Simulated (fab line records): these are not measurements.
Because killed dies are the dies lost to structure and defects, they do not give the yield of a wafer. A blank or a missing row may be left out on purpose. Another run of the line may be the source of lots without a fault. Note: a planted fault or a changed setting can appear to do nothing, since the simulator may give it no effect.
8D (eight disciplines) problem report, filled in by code -- flow nand-harc -- the parts of the form that need people (team, actions taken, sign-off) are left out

1. THE PROBLEM
Wafers with no fault read 997 nm with a standard deviation of 9.6, whereas thk-nm at NHARC_A_ONON_D1_THK_MEAS_14 reads a mean of 942 nm on 1 wafer of 1 lot. Relative to the usual mean, that is a shift of -5.7 standard deviations.
The step: measures by ellipsometry.
The first sign was on wafer L655.3 at day 9 19:19, on film-metro-02. At this step, 38 wafers from 13 lots have a number in the record. Rule for "out", or "out of limits": more than 4 standard deviations from the usual mean. The other wafers with a number count as sound.

2. WHAT THIS IS AND IS NOT
question,is,is not
which readings at this step,thk-nm,-
which lots,L655,"L649, L650, L651, L657, L661, L662, L663, L665, L666, L667, L668, L669"
which wafers of those lots,L655.3,L655.6
read on which gauges,film-metro-02,film-metro-01
when,from day 9 19:19,"up to then (10 sound wafers); but 27 sound wafers of L657, L661, L662, L663, L665, L666, L667, L668, L669 came after"

3. THE SUSPECTS, EACH WITH WHAT RULES IT OUT
Counting: if a tool at a process step up to the reading ran every lot that is out, it stays a suspect. Sound lots after the first of them don't rule it out here, since some wafers of a struck lot are sound.
- the gauge at NHARC_A_ONON_D1_THK_MEAS_14 has been ruled out. All the wafers that are out were read on film-metro-02, but those of them that NHARC_END_SORT_01 has rows for are out there too, on other tools.
- pecvd-onon-03 at NHARC_A_ONON_D1_DEP_12 (target thk 1000 nm): kept. It ran the lot that is out, L655 (day 9 18:55); its last sound lot up to then is L649 (day 8 15:31).
After counting, what remains is pecvd-onon-03 at NHARC_A_ONON_D1_DEP_12.

4. THE CAUSE (what the simulator had put in)
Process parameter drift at NHARC_A_ONON_D1_DEP_12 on pecvd-onon-03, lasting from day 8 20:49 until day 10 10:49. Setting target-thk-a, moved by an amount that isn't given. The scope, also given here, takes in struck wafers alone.
Only this tool survived the counting.

5. THE CHAIN OF EFFECTS, in route order
One row per reading whose mean, taken over the struck wafers that have a number, lies over 3 standard deviations from the usual. Readings are gone through only where the record gives a usual standard deviation; hours: the median, over the lots, of the time from a lot's start at the first step in this table giving one to that lot's start at this step; sigmas: the change measured in usual standard deviations.
hours,step,reading,usual,on struck wafers,change,sigmas
0,NHARC_A_ONON_D1_THK_MEAS_14,thk-nm,997 nm,942,-55,-5.7
288,NHARC_END_SORT_01,killed-at-array,25,543,+518,+66
288,NHARC_END_SORT_01,killed-dies,29,552,+523,+64

6. HOW IT WOULD HAVE BEEN CAUGHT EARLIER
In this record the first reading out of limits at a measuring or inspecting step was taken at day 9 19:19, 23 hours after the fault began at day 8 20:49.
By day 9 19:19 the whole set of lots that are out, 1 in number, had already begun NHARC_A_ONON_D1_DEP_12 on pecvd-onon-03. None of them would have been spared by holding the tool at that moment.
